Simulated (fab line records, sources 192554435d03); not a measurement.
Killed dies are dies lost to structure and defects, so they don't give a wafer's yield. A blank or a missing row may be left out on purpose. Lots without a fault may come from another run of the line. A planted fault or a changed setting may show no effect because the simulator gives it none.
Chamber matching | flow n5_finfet | N5_BEOL_M15_ETCH_57 on rie_diel-05: 4 sister chambers
The step etches SOC in N2/H2, time 750 s. 14 wafers are shown with their chamber, then 7 later ones without.

WAFERS WITH THEIR CHAMBER
wafer  | chamber | drypump_motor_current_A (A) | showerhead_plenum_p_Torr (Torr) | throttle_valve_pct (%)
L078.1 | 1       | 5.5                         | 2.53                            | 18.0
L078.2 | 3       | 5.3                         | 2.52                            | 17.9
L078.6 | 1       | 5.5                         | 2.53                            | 18.0
L079.3 | 2       | 5.8                         | 2.48                            | 17.5
L079.4 | 1       | 5.5                         | 2.52                            | 18.0
L079.6 | 1       | 5.5                         | 2.52                            | 18.0
L084.1 | 2       | 5.8                         | 2.48                            | 17.5
L084.3 | 3       | 5.3                         | 2.51                            | 18.0
L084.6 | 2       | 5.7                         | 2.48                            | 17.5
L089.3 | 0       | 6.5                         | 2.59                            | 18.2
L089.4 | 1       | 5.6                         | 2.52                            | 17.7
L089.6 | 1       | 5.6                         | 2.52                            | 17.7
L087.1 | 3       | 5.3                         | 2.51                            | 18.0
L087.3 | 1       | 5.5                         | 2.52                            | 17.7

SIGNATURES (means of the wafers above)
reading                  | chamber 0 | chamber 1 | chamber 2 | chamber 3 | scatter within a chamber
drypump_motor_current_A  | 6.500     | 5.529     | 5.767     | 5.300     | 0.0458
showerhead_plenum_p_Torr | 2.5900    | 2.5229    | 2.4800    | 2.5133    | 0.00458
throttle_valve_pct       | 18.200    | 17.871    | 17.500    | 17.967    | 0.127
Rule: a wafer's distance from a chamber is the root of the sum, over the readings, of the square of ((its reading less the chamber's mean) divided by the reading's scatter). The wafer belongs to the nearest chamber; if the next one is less than 2 further off, it can't be placed. The scatter: the root of (the sum of the squares of (reading less its chamber's mean) over the shown wafers, divided by (wafers less chambers)).

WAFERS WITHOUT THEIR CHAMBER
wafer  | drypump_motor_current_A (A) | showerhead_plenum_p_Torr (Torr) | throttle_valve_pct (%)
L087.5 | 5.3                         | 2.51                            | 18.0
L093.1 | 5.3                         | 2.50                            | 18.0
L093.4 | 5.8                         | 2.47                            | 17.5
L093.5 | 5.6                         | 2.52                            | 17.7
L096.4 | 5.8                         | 2.47                            | 17.6
L096.5 | 5.3                         | 2.50                            | 18.0
L096.6 | 5.8                         | 2.47                            | 17.6

WHICH CHAMBER EACH WENT THROUGH
wafer  | from the rows above | in truth
L087.5 | 3                   | 3
L093.1 | 3                   | 3
L093.4 | 2                   | 2
L093.5 | 1                   | 1
L096.4 | 2                   | 2
L096.5 | 3                   | 3
L096.6 | 2                   | 2
Placed correctly: 7 of 7. Can't be placed from these rows: 0. Placed wrongly: 0.
